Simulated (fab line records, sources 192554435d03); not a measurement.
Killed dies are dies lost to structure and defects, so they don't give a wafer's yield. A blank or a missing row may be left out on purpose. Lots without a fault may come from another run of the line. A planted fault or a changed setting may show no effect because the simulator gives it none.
fab line records | flow n5_finfet
record lots=5 wafers=13 last_day=18
route steps=1938 shown BEOL_M3@1001 BEOL_M4@1021 PASSIVATION@1936
lots that met no fault: from a run of the same line without faults
start_h: hours from the record's first day to the start of the lot's first wafer shown | wait_h: hours since the lot's step before | " the same as in the row above | L1.1+2: a row that stands for several wafers | - no value, or no start given | * or withheld: withheld | < > ~ a bound
route shown NAME@n: a module of which the file shows steps, and the number in the route of the first | usual: mean/standard deviation of fault-free wafers | same: alike in all rows | chamber/n: place in a boat | sites: the reading at each site | _std_site: their standard deviation | _edge_site: outer sites' mean less inner sites' | radius_mm: how far each site lies from the wafer's centre | mask NAME#n: copy n | behind: the tool/chamber that last shaped the wafer | hold: why the lot was held/for how many hours/how that ended | device: the transistor (n, p or np) that didn't switch | end of line: the same wafers' tests at the end of the route | a step without rows: its recipe alone | killed: dies lost to structure and defects at the first sort, not the wafer's yield | map: a wafer's dies, x killed, . not, _ none there
set.NAME: the setting as run; set.NAME@STEP: as run at that earlier step | model.NAME: the simulator's own value behind a step, which no gauge read
lots at some steps of the route; a table a step, a row a wafer
services: from which hour (start_h, from the record's first day; less than 0 if before it) a tool's chamber was out of use, for how many hours, and why
## steps
# step N5_BEOL_M3_ANNEAL_87
# recipe temp_c=400 time_s=240 ambient=vacuum
# step N5_BEOL_M3_SPUTTER_88
# recipe material=Cu target_thk_a=45 temp_c=-20 chamber_pressure_pa=0.07 power_w=withheld time_s=8.29
# step N5_BEOL_M3_ANNEAL_89
# recipe temp_c=400 time_s=240 ambient=vacuum
# step N5_BEOL_M3_SPUTTER_90
# recipe material=Cu target_thk_a=45 temp_c=-20 chamber_pressure_pa=0.07 power_w=withheld time_s=8.29
# step N5_BEOL_M3_ANNEAL_91
# recipe temp_c=400 time_s=240 ambient=vacuum
# step N5_BEOL_M3_SPUTTER_92
# recipe material=Cu target_thk_a=45 temp_c=-20 chamber_pressure_pa=0.07 power_w=withheld time_s=8.29
# step N5_BEOL_M3_ANNEAL_93
# recipe temp_c=400 time_s=240 ambient=vacuum
# step N5_BEOL_M3_SPUTTER_94
# recipe material=Cu target_thk_a=45 temp_c=-20 chamber_pressure_pa=0.07 power_w=withheld time_s=8.29
# step N5_BEOL_M3_ANNEAL_95
# recipe temp_c=400 time_s=240 ambient=vacuum
# step N5_BEOL_M3_SPUTTER_96
# recipe material=Cu target_thk_a=45 temp_c=-20 chamber_pressure_pa=0.07 power_w=withheld time_s=8.29
# step N5_BEOL_M3_ECD_50
# recipe material=Cu target_thk_a=3000
# step N5_BEOL_M3_ANNEAL_51
# recipe temp_c=225 time_s=90 ambient=N2
# step N5_BEOL_M3_CMP_52
# recipe stop_on=SiOC t_overpolish_s=6.8 down_force_psi=1 platen_rpm=50 clearing_platen_down_force_psi=1.5 clearing_platen_rpm=50 post_cmp_clean=cu_alkaline target_thk_nm=40 clearing_platen_pad_velocity_m_s=0.99484 pad_velocity_m_s=0.99484
# usual barrier_field_endpoint_s=24.5/0.72 motor_current_A=6.2/0.61 overpolish_run_s=6.800/0.0088 time_to_endpoint_s=61/3.7
# same t_overpolish_s=6.8
# columns lot.wafer tool chamber start_h wait_h barrier_field_endpoint_s motor_current_A overpolish_run_s time_to_endpoint_s
L756.1 cmp-01 2 233.49 0.3 24.9 5.5 6.800 66
L756.6 " 2 " " 25.4 5.3 6.803 66
L756.5 " 3 " " 24.7 6.4 6.801 61
L760.1 cmp-01 2 240.68 0.3 41.2 5.3 0.044 81
L760.4 " 1 " " 41.2 5.6 0.043 80
L761.1 cmp-01 2 243.10 0.3 41.2 5.4 0.041 82
L761.2 " 3 " " 23.8 7.1 6.802 58
L761.4 " 0 " " 41.2 6.5 0.042 81
L762.2 cmp-01 1 243.68 0.2 24.2 5.2 6.800 56
L762.4 " 2 " " 41.2 5.5 0.034 82
L770.4 cmp-03 2 306.18 0.2 23.8 6.1 6.808 51
L770.1 " 0 " " 23.3 5.4 6.797 61
L770.6 " 1 " " 24.4 7.3 6.785 59
# step N5_BEOL_M3_THK_MEAS_53
# recipe thk_meas_gauge=xrf reads=Cu_of_BEOL_M3_ECD_50
# usual M3_THK=38.7/1.7
# columns lot.wafer tool chamber start_h wait_h M3_THK[nm]
L756.1 film_metro-02 - 233.79 - 39.4
L756.5 " - " " 40.0
L756.6 " - " " 41.1
L760.1 film_metro-01 - 240.97 - 150.8
L760.4 " - " " 139.9
L761.1 film_metro-02 - 243.39 - 141.0
L761.2 " - " " 37.6
L761.4 " - " " 156.3
L762.2 film_metro-02 - 243.94 - 35.2
L762.4 " - " " 152.2
L770.1 film_metro-02 - 306.44 - 40.4
L770.4 " - " " 38.3
L770.6 " - " " 39.3
# step N5_BEOL_M3_PRE_CLEAN_60
# recipe gas=NH3/H2 time_s=15 temp_c=* rf_power_w=300
# step N5_BEOL_M3_CO_CAP_55
# recipe material=Co target_thk_a=20 temp_c=200 precursor=CCTBA/H2 pressure_torr=30 time_s=102.1
# step N5_BEOL_M3_PRE_CLEAN_56
# recipe gas=NH3 time_s=15 temp_c=withheld rf_power_w=300
# step N5_BEOL_M3_DEP_57
# recipe material=SiCN target_thk_a=80 temp_c=withheld precursor=3MS/NH3 pressure_torr=3 rf_w=202 time_s=14
# step N5_BEOL_M3_INSPECT_59
# recipe inspect_instrument=darkfield mode=post_dep
# usual raw_defect_count=69/24
# columns lot.wafer tool chamber start_h wait_h raw_defect_count
L756.1 defect_inspect-02 - 234.07 0.0 103
L756.5 " - " " 78
L756.6 " - " " 83
L760.1 defect_inspect-01 - 241.31 0.0 5101
L760.4 " - " " 5068
L761.1 defect_inspect-02 - 243.68 0.0 5185
L761.2 " - " " 97
L761.4 " - " " 5085
L762.2 defect_inspect-01 - 244.23 0.0 85
L762.4 " - " " 5109
L770.1 defect_inspect-02 - 306.82 0.0 76
L770.4 " - " " 121
L770.6 " - " " 107
# step N5_BEOL_M4_ILD_DEP_00
# recipe material=SiOC target_thk_a=790 temp_c=350 precursor=DEMS/O2 pressure_torr=5 rf_w=500 time_s=15.3
# step N5_BEOL_M4_PECVD_72
# recipe material=SiO2 target_thk_a=160 temp_c=400 precursor=TEOS/O2 pressure_torr=5.5 rf_w=450 teos_flow_sccm=53.8 gas=O2 flow_sccm=3000 time_s=18
# step N5_BEOL_M4_HM_DEP_02
# recipe material=TiN target_thk_a=200 temp_c=25 chamber_pressure_pa=0.49996
# step N5_BEOL_M4_COAT_61
# recipe resist=SOC temp_c=250 time_s=60 spin_rpm=1500 resist_thk_nm=60
# step N5_BEOL_M4_COAT_62
# recipe resist=SiARC temp_c=220 time_s=60 spin_rpm=1500 resist_thk_nm=12
# step N5_BEOL_M4_COAT_73
# recipe resist=underlayer temp_c=205 time_s=60 spin_rpm=1500 resist_thk_nm=5
# step N5_BEOL_M4_COAT_05
# recipe resist=CAR-EUV spin_rpm=1500 resist_thk_nm=30
# step N5_BEOL_M4_EBR_07
# recipe solvent=PGMEA ebr_width_mm=1.5
# step N5_BEOL_M4_SOFTBAKE_06
# recipe temp_c=110 time_s=60 resist=CAR-EUV
# step N5_BEOL_M4_EXPOSE_08
# recipe mask_id=M4 na=0.33 source_shape=dipole sigma_inner=0.369 sigma_outer=0.767 polarization=unpolarized dose_mj=41.25
# step N5_BEOL_M4_PEB_09
# recipe peb_temp_c=100 peb_time_s=60 resist=CAR-EUV
# step N5_BEOL_M4_DEVELOP_10
# recipe develop_time_s=30 developer=TMAH resist=CAR-EUV rinse_liquid=surfactant_rinse dry=air_spin dev_temp_c=23
# step N5_BEOL_M4_DESCUM_16
# recipe chemistry=O2 time_s=7 source_power_w=50 bias_power_w=20 pressure_mtorr=20 rf_frequency_hz=2.712e+07 temp_c=40 resist=CAR-EUV o2_flow_sccm=225
# step N5_BEOL_M4_ETCH_74
# recipe chemistry=N2/H2 target=underlayer target_depth_a=65 mask_material=CAR-EUV time_s=5.2 ion_energy_ev=200 pressure_mtorr=30 source_w=840 bias_w=150 n2_flow_sccm=200 h2_flow_sccm=200 ends=cleared
# step N5_BEOL_M4_ETCH_63
# recipe chemistry=CF4 target=SiARC target_depth_a=156 mask_material=CAR-EUV time_s=26 ion_energy_ev=80 pressure_mtorr=40 source_w=545 bias_w=36 Ar_flow_sccm=100 cf4_flow_sccm=100 ends=cleared
# step N5_BEOL_M4_ETCH_64
# recipe chemistry=N2/H2 target=SOC target_depth_a=750 overetch_a=225 mask_material=SiARC temp_c=40 time_s=121.9 ion_energy_ev=200 pressure_mtorr=30 source_w=840 bias_w=150 n2_flow_sccm=200 h2_flow_sccm=200
# step N5_BEOL_M4_STRIP_65
# recipe chemistry=N2/H2 temp_c=40 n2_flow_sccm=200 h2_flow_sccm=200 rf_frequency_hz=6e+07
# step N5_BEOL_M4_STRIP_75
# recipe chemistry=N2/H2 temp_c=40 n2_flow_sccm=200 h2_flow_sccm=200 rf_frequency_hz=6e+07
# step N5_BEOL_M4_RC_MEAS_101
# usual DIBL_N=36.2/2.4 DIBL_P=36.2/2.6 IOFF_N=0.16/0.045 IOFF_P=0.21/0.046 ION_N=674/17 ION_P=463/11 SS_N=71.5/0.77 SS_P=73.1/0.76 VT_N=250/3.9 VT_P=-250/3.9
# columns lot.wafer tool chamber start_h wait_h DIBL_N[mV/V] DIBL_P[mV/V] IOFF_N[nA/um] IOFF_P[nA/um] ION_N[uA/um] ION_P[uA/um] SS_N[mV/dec] SS_P[mV/dec] VT_N[mV] VT_P[mV]
L756.1 prober-01 0 243.51 0.0 43.0 42.0 0.30 0.27 683 451 74.0 74.6 245 -248
L756.5 " 0 " " 36.3 36.4 0.15 0.18 673 452 71.5 73.3 251 -256
L756.6 " 0 " " 40.4 40.8 0.25 0.26 720 485 71.9 74.6 244 -249
L761.2 prober-01 0 254.43 0.2 39.0 38.5 0.20 0.29 694 482 72.2 74.0 246 -244
L762.2 prober-01 0 257.37 0.2 36.3 37.7 0.18 0.22 674 458 72.0 73.1 248 -251
L770.1 prober-01 0 319.41 0.8 38.5 38.9 0.22 0.28 699 476 71.9 73.4 246 -245
L770.4 " 0 " " 34.5 34.9 0.16 0.22 698 479 71.4 72.1 247 -247
L770.6 " 0 " " 37.4 37.8 0.19 0.26 679 463 71.9 73.5 248 -245
# step N5_PASSIVATION_PROBE_49
# usual defect_limited_yield=91.2/1.4 killed_at_M0_to_M3=33/9.5 killed_at_M4_up=13/4.7 killed_at_contacts=11/5.3 killed_at_front_end=42/12 killed_at_other=5/3.3 killed_dies=104/17 killed_on_rim=14/4 killed_open=67/12 killed_short=33/7.7 sort_bin_4_leakage=0.01/0.058 sort_bin_5_function=5.1/0.94 sort_bin_6_memory=3.3/0.67 sort_n_pass=1074/24 sort_yield_pct=91.1/2
# same gross_dies=1180 killed_at_back_side=0 sort_bin_8_speed[%]=0
# columns lot.wafer tool chamber start_h wait_h defect_limited_yield[%] killed_at_M0_to_M3 killed_at_M4_up killed_at_contacts killed_at_front_end killed_at_other killed_dies killed_on_rim killed_open killed_short sort_bin_4_leakage[%] sort_bin_5_function[%] sort_bin_6_memory[%] sort_n_pass sort_yield_pct[%]
L756.1 prober-02 - 366.41 0.0 91.4 35 15 10 40 2 102 18 53 46 0.51 5.3 2.8 1072 90.8
L756.5 prober-02 - 366.61 0.2 92.7 27 11 4 38 6 86 12 58 25 0 3.7 3.5 1094 92.7
L756.6 prober-02 - 366.66 0.3 92.8 24 15 9 32 5 85 11 54 30 0.08 3.9 3.1 1094 92.7
L761.1 prober-01 - 376.64 0.0 0 1111 18 8 39 4 1180 152 76 45 0 5.8 4.1 0 0
L761.2 prober-01 - 376.69 0.1 93.0 40 8 9 25 1 83 13 51 32 0 3.9 3.1 1097 93.0
L761.4 prober-01 - 376.79 0.2 0 1107 10 6 53 4 1180 152 75 37 0 5.3 4.0 0 0
L760.1 prober-01 - 379.38 1.3 0 1122 14 7 30 7 1180 152 58 26 0 4.2 2.8 0 0
L760.4 prober-01 - 379.53 1.5 0 1075 21 8 59 17 1180 152 86 48 0 6.4 4.3 0 0
L762.2 prober-02 - 388.09 0.1 92.4 36 10 3 33 8 90 7 57 31 0 4.3 3.1 1090 92.4
L762.4 prober-02 - 388.19 0.2 0 1096 15 9 40 20 1180 152 59 42 0 4.5 3.6 0 0
L770.1 prober-02 - 432.29 0.0 90.5 24 14 17 54 3 112 14 69 41 0 4.5 4.5 1068 90.5
L770.4 prober-02 - 432.44 0.2 91.4 21 13 7 56 5 102 10 65 34 0 5.5 2.8 1078 91.4
L770.6 prober-02 - 432.54 0.3 91.9 28 11 7 47 2 95 5 65 29 0 4.5 3.1 1085 91.9
# killed by level:class
L756.1 BEOL_M2:geometric_particle:open=10 FIN_SAQP:geometric_particle:short=8 BEOL_M3:geometric_particle:open=8 MOL_CONTACT_COAG:geometric_particle:open=6 FIN_SAQP:geometric_particle:open=5 STI_FIN_REVEAL:geometric_particle:open=5 BEOL_M0_SAQP:geometric_particle:short=5 BEOL_M2:geometric_particle:short=5
L756.5 STI_FIN_REVEAL:geometric_particle:open=13 BEOL_M0_SAQP:geometric_particle:open=6 GATE_CUT:geometric_particle:open=5 BEOL_M0_SAQP:geometric_particle:short=5 BEOL_M1:geometric_particle:open=5 FIN_SAQP:geometric_particle:short=4 MOL_CONTACT_COAG:geometric_particle:open=4 BEOL_M2:geometric_particle:open=4
L756.6 MOL_CONTACT_COAG:geometric_particle:open=9 BEOL_M3:geometric_particle:open=8 BEOL_M4:geometric_particle:open=8 FIN_SAQP:geometric_particle:short=6 FIN_SAQP:geometric_particle:open=5 BEOL_M3:geometric_particle:short=5 STI_FIN_REVEAL:geometric_particle:open=4 BEOL_M0_SAQP:geometric_particle:open=4
L761.1 BEOL_M3:area_cmp=1059 BEOL_M0_SAQP:geometric_particle:open=20 BEOL_M0_SAQP:geometric_particle:short=13 MOL_CONTACT_COAG:geometric_particle:open=7 FIN_SAQP:geometric_particle:open=6 GATE_CUT:geometric_particle:short=6 BEOL_M1:geometric_particle:open=6 BEOL_M4:geometric_particle:open=6
L761.2 BEOL_M2:geometric_particle:open=10 MOL_CONTACT_COAG:geometric_particle:open=6 BEOL_M0_SAQP:geometric_particle:short=6 BEOL_M1:geometric_particle:open=6 BEOL_M1:geometric_particle:short=5 STARTING-WAFER:geometric_particle:short=5 STI_FIN_REVEAL:geometric_particle:open=4 GATE_CUT:geometric_particle:short=4
L761.4 BEOL_M3:area_cmp=1068 FIN_SAQP:geometric_particle:short=13 BEOL_M0_SAQP:geometric_particle:open=13 FIN_SAQP:geometric_particle:open=12 BEOL_M2:geometric_particle:open=10 DUMMY_GATE:geometric_particle:open=7 STARTING-WAFER:geometric_particle:open=6 BEOL_M4:geometric_particle:open=5
L760.1 BEOL_M3:area_cmp=1096 FIN_SAQP:geometric_particle:open=9 BEOL_M4:geometric_particle:open=9 STI_FIN_REVEAL:geometric_particle:open=8 BEOL_M0_SAQP:geometric_particle:short=8 BEOL_M2:geometric_particle:open=7 MOL_CONTACT_COAG:geometric_particle:open=6 FIN_SAQP:geometric_particle:short=4
L760.4 BEOL_M3:area_cmp=1046 FIN_SAQP:geometric_particle:open=17 BEOL_M3:geometric_particle:open=13 FIN_SAQP:geometric_particle:short=8 STI_FIN_REVEAL:geometric_particle:open=8 MOL_CONTACT_COAG:geometric_particle:open=8 BEOL_M5:geometric_particle:open=5 BEOL_M4:geometric_particle:open=5
L762.2 BEOL_M2:geometric_particle:open=11 BEOL_M1:geometric_particle:open=7 GATE_CUT:geometric_particle:short=6 BEOL_M0_SAQP:geometric_particle:short=6 BEOL_M4:geometric_particle:open=5 STARTING-WAFER:geometric_particle:open=5 FIN_SAQP:geometric_particle:open=4 BEOL_M0_SAQP:geometric_particle:open=4
L762.4 BEOL_M3:area_cmp=1077 FIN_SAQP:geometric_particle:open=11 PASS1_CAP:geometric_particle:open=9 GATE_CUT:geometric_particle:short=8 MOL_CONTACT_COAG:geometric_particle:open=6 FIN_SAQP:geometric_particle:short=5 STI_FIN_REVEAL:geometric_particle:open=5 BEOL_M4:geometric_particle:open=4
L770.1 MOL_CONTACT_COAG:geometric_particle:open=15 FIN_SAQP:geometric_particle:short=14 FIN_SAQP:geometric_particle:open=11 STI_FIN_REVEAL:geometric_particle:open=10 BEOL_M0_SAQP:geometric_particle:open=6 BEOL_M2:geometric_particle:open=6 BEOL_M4:geometric_particle:open=5 BEOL_M0_SAQP:geometric_particle:short=5
L770.4 FIN_SAQP:geometric_particle:open=24 FIN_SAQP:geometric_particle:short=16 BEOL_M3:geometric_particle:open=7 BEOL_M5:geometric_particle:open=5 BEOL_M1:geometric_particle:open=5 STI_FIN_REVEAL:geometric_particle:open=4 MOL_CONTACT_COAG:geometric_particle:open=4 BEOL_M6:geometric_particle:open=4
L770.6 FIN_SAQP:geometric_particle:open=14 FIN_SAQP:geometric_particle:short=13 BEOL_M1:geometric_particle:open=9 STI_FIN_REVEAL:geometric_particle:open=8 BEOL_M0_SAQP:geometric_particle:short=7 BEOL_M3:geometric_particle:open=7 MOL_CONTACT_COAG:geometric_particle:open=6 BEOL_M4:geometric_particle:open=5
# map L760.1 (x killed, . not)
_________________xxxxxxxxxxxx________________
______________xxxxxxxxxxxxxxxxxx_____________
___________xxxxxxxxxxxxxxxxxxxxxxxx__________
__________xxxxxxxxxxxxxxxxxxxxxxxxxx_________
________xxxxxxxxxxxxxxxxxxxxxxxxxxxxxx_______
_______xxxxxxxxxxxxxxxxxxxxxxxxxxxxxxxx______
______xxxxxxxxxxxxxxxxxxxxxxxxxxxxxxxxxx_____
_____xxxxxxxxxxxxxxxxxxxxxxxxxxxxxxxxxxxx____
____xxxxxxxxxxxxxxxxxxxxxxxxxxxxxxxxxxxxxx___
___xxxxxxxxxxxxxxxxxxxxxxxxxxxxxxxxxxxxxxxx__
___xxxxxxxxxxxxxxxxxxxxxxxxxxxxxxxxxxxxxxxx__
__xxxxxxxxxxxxxxxxxxxxxxxxxxxxxxxxxxxxxxxxxx_
__xxxxxxxxxxxxxxxxxxxxxxxxxxxxxxxxxxxxxxxxxx_
_xxxxxxxxxxxxxxxxxxxxxxxxxxxxxxxxxxxxxxxxxxxx
_xxxxxxxxxxxxxxxxxxxxxxxxxxxxxxxxxxxxxxxxxxxx
_xxxxxxxxxxxxxxxxxxxxxxxxxxxxxxxxxxxxxxxxxxxx
_xxxxxxxxxxxxxxxxxxxxxxxxxxxxxxxxxxxxxxxxxxxx
_xxxxxxxxxxxxxxxxxxxxxxxxxxxxxxxxxxxxxxxxxxxx
_xxxxxxxxxxxxxxxxxxxxxxxxxxxxxxxxxxxxxxxxxxxx
_xxxxxxxxxxxxxxxxxxxxxxxxxxxxxxxxxxxxxxxxxxxx
_xxxxxxxxxxxxxxxxxxxxxxxxxxxxxxxxxxxxxxxxxxxx
__xxxxxxxxxxxxxxxxxxxxxxxxxxxxxxxxxxxxxxxxxx_
__xxxxxxxxxxxxxxxxxxxxxxxxxxxxxxxxxxxxxxxxxx_
___xxxxxxxxxxxxxxxxxxxxxxxxxxxxxxxxxxxxxxxx__
___xxxxxxxxxxxxxxxxxxxxxxxxxxxxxxxxxxxxxxxx__
____xxxxxxxxxxxxxxxxxxxxxxxxxxxxxxxxxxxxxx___
_____xxxxxxxxxxxxxxxxxxxxxxxxxxxxxxxxxxxx____
______xxxxxxxxxxxxxxxxxxxxxxxxxxxxxxxxxx_____
_______xxxxxxxxxxxxxxxxxxxxxxxxxxxxxxxx______
________xxxxxxxxxxxxxxxxxxxxxxxxxxxxxx_______
__________xxxxxxxxxxxxxxxxxxxxxxxxxx_________
___________xxxxxxxxxxxxxxxxxxxxxxxx__________
______________xxxxxxxxxxxxxxxxxx_____________
_________________xxxxxxxxxxxx________________
# map L761.1 (x killed, . not)
_________________xxxxxxxxxxxx________________
______________xxxxxxxxxxxxxxxxxx_____________
___________xxxxxxxxxxxxxxxxxxxxxxxx__________
__________xxxxxxxxxxxxxxxxxxxxxxxxxx_________
________xxxxxxxxxxxxxxxxxxxxxxxxxxxxxx_______
_______xxxxxxxxxxxxxxxxxxxxxxxxxxxxxxxx______
______xxxxxxxxxxxxxxxxxxxxxxxxxxxxxxxxxx_____
_____xxxxxxxxxxxxxxxxxxxxxxxxxxxxxxxxxxxx____
____xxxxxxxxxxxxxxxxxxxxxxxxxxxxxxxxxxxxxx___
___xxxxxxxxxxxxxxxxxxxxxxxxxxxxxxxxxxxxxxxx__
___xxxxxxxxxxxxxxxxxxxxxxxxxxxxxxxxxxxxxxxx__
__xxxxxxxxxxxxxxxxxxxxxxxxxxxxxxxxxxxxxxxxxx_
__xxxxxxxxxxxxxxxxxxxxxxxxxxxxxxxxxxxxxxxxxx_
_xxxxxxxxxxxxxxxxxxxxxxxxxxxxxxxxxxxxxxxxxxxx
_xxxxxxxxxxxxxxxxxxxxxxxxxxxxxxxxxxxxxxxxxxxx
_xxxxxxxxxxxxxxxxxxxxxxxxxxxxxxxxxxxxxxxxxxxx
_xxxxxxxxxxxxxxxxxxxxxxxxxxxxxxxxxxxxxxxxxxxx
_xxxxxxxxxxxxxxxxxxxxxxxxxxxxxxxxxxxxxxxxxxxx
_xxxxxxxxxxxxxxxxxxxxxxxxxxxxxxxxxxxxxxxxxxxx
_xxxxxxxxxxxxxxxxxxxxxxxxxxxxxxxxxxxxxxxxxxxx
_xxxxxxxxxxxxxxxxxxxxxxxxxxxxxxxxxxxxxxxxxxxx
__xxxxxxxxxxxxxxxxxxxxxxxxxxxxxxxxxxxxxxxxxx_
__xxxxxxxxxxxxxxxxxxxxxxxxxxxxxxxxxxxxxxxxxx_
___xxxxxxxxxxxxxxxxxxxxxxxxxxxxxxxxxxxxxxxx__
___xxxxxxxxxxxxxxxxxxxxxxxxxxxxxxxxxxxxxxxx__
____xxxxxxxxxxxxxxxxxxxxxxxxxxxxxxxxxxxxxx___
_____xxxxxxxxxxxxxxxxxxxxxxxxxxxxxxxxxxxx____
______xxxxxxxxxxxxxxxxxxxxxxxxxxxxxxxxxx_____
_______xxxxxxxxxxxxxxxxxxxxxxxxxxxxxxxx______
________xxxxxxxxxxxxxxxxxxxxxxxxxxxxxx_______
__________xxxxxxxxxxxxxxxxxxxxxxxxxx_________
___________xxxxxxxxxxxxxxxxxxxxxxxx__________
______________xxxxxxxxxxxxxxxxxx_____________
_________________xxxxxxxxxxxx________________
## services
# columns tool chamber start_h hours kind
cmp-01 - 228.10 4.0 pm
cmp-01 - 232.10 - consumable_replace:conditioner
cmp-01 - 232.10 - consumable_replace:pad
cmp-01 - 270.26 3.2 pm
cmp-01 - 276.53 0.2 repair
cmp-03 - 296.75 4.0 pm
cmp-03 - 300.75 - consumable_replace:conditioner
cmp-03 - 300.75 - consumable_replace:pad
## key
first_sign step=N5_BEOL_M3_CMP_52 reading=overpolish_run_s direction=down sigmas=99+ usual=6.800 struck=0.041
effect step=N5_BEOL_M3_CMP_52 reading=barrier_field_endpoint_s direction=up sigmas=23 usual=24.5 struck=41.2
effect step=N5_BEOL_M3_THK_MEAS_53 reading=M3_THK direction=up sigmas=63 usual=38.7 struck=148.1
effect step=N5_BEOL_M3_INSPECT_59 reading=raw_defect_count direction=up sigmas=99+ usual=69 struck=5110
effect step=N5_PASSIVATION_PROBE_49 reading=killed_at_M0_to_M3 direction=up sigmas=99+ usual=33 struck=1102
more_kills_born_at N5_BEOL_M3_CMP_52@cmp-01=5346
met_at N5_BEOL_M3_CMP_52
struck_wafers L760.1,L760.4,L761.1,L761.4,L762.4
later_rows_left_out L760.1,L760.4,L761.1,L761.4,L762.4
onset_between 233.49 240.68
fault kind=process_parameter_drift tool=cmp-01 chamber=- onset_h=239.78 steps=N5_BEOL_M3_CMP_52 channel=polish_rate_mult offset=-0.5 shape=step end_h=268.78 scope=struck_wafers_only
# later_rows_left_out: the simulator's readings of these wafers behind a module that went badly wrong aren't trusted and aren't shown, but for the sort
